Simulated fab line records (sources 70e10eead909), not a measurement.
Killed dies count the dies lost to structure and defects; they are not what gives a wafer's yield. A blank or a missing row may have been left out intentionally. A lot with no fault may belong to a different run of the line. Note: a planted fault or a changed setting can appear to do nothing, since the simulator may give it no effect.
One fault seen from 2 desks    flow nandHarc    numbers are kept per desk, each desk with only its own; the story behind them comes last

THE METROLOGY DESK
Means of the sampled wafers that have a number, per lot and without regard to the tool the lot ran on: this is what the gauges read. If a lot's mean is further than 4 standard deviations from the usual mean, the lot is out of limits and carries the mark OUT (the distance appears in the brackets).
Columns: A = cdNm at NHARC_P_CONTACT_CD_MEAS_12, usual 89.1 nm; B = cdNm at NHARC_P_CONTACT_CD_MEAS_19, usual 88.1 nm
lot   first seen here  A                B
L605  day 5 17:29      89.8             89.9
L606  day 6 06:26      88.3             87.5
L607  day 6 14:37      90.0             89.3
L608  day 7 00:37      88.2             86.9
L609  day 7 13:17      89.5             88.3
L610  day 7 23:02      89.4             86.1
L611  day 8 13:10      89.3             87.5
L612  day 8 20:40      88.5             85.9
L614  day 9 22:52      90.1             89.4
L616  day 10 15:38     88.5             86.0
L617  day 10 23:19     89.5             86.9
L621  day 12 12:50     89.7             90.4
L626  day 14 13:47     96.4 (+9.4) OUT  97.7 (+4.3) OUT
L627  day 15 06:58     96.6 (+9.7) OUT  97.4 (+4.2) OUT
This desk's finding: out of limits on L626, L627; first on L626, day 14 13:47 (cdNm at NHARC_P_CONTACT_CD_MEAS_12). Within limits: L605, L606, L607, L608, L609, L610, L611, L612, L614, L616, L617, L621.

FOR THE TOOL OWNER'S DESK: lithoTrack-01
The tool's own readings at NHARC_P_CONTACT_PEB_10 (peb time 65 s): means of the sampled wafers that have a number, for each lot that ran on this tool. If a lot's mean is further than 4 standard deviations from the usual mean, the lot is out of limits and carries the mark OUT (the distance appears in the brackets).
Columns: A = heaterPowerTotalW at NHARC_P_CONTACT_PEB_10, usual 156.6 W
lot   first seen here  A
L607  day 6 14:32      156.4
L614  day 9 22:47      156.8
L621  day 12 12:45     156.8
L626  day 14 13:41     156.9
L627  day 15 06:53     156.6
This desk's finding: nothing out of limits on any of the 5 lots.

ALL TOGETHER
At day 14 13:47 the metrology desk could have sounded an alarm, on L626, L627.
Nothing out of limits was seen by the tool owner's desk.
The tool owner's desk has L626, L627 on record, within its limits.
Every lot named ran NHARC_P_CONTACT_PEB_10 on lithoTrack-01.

WHAT THE SIMULATOR HAD INSERTED
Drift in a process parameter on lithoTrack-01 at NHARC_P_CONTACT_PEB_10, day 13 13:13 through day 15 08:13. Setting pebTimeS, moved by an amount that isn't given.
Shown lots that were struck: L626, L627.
Hours from the fault's start to each desk's first reading out of limits: the metrology desk, 25.
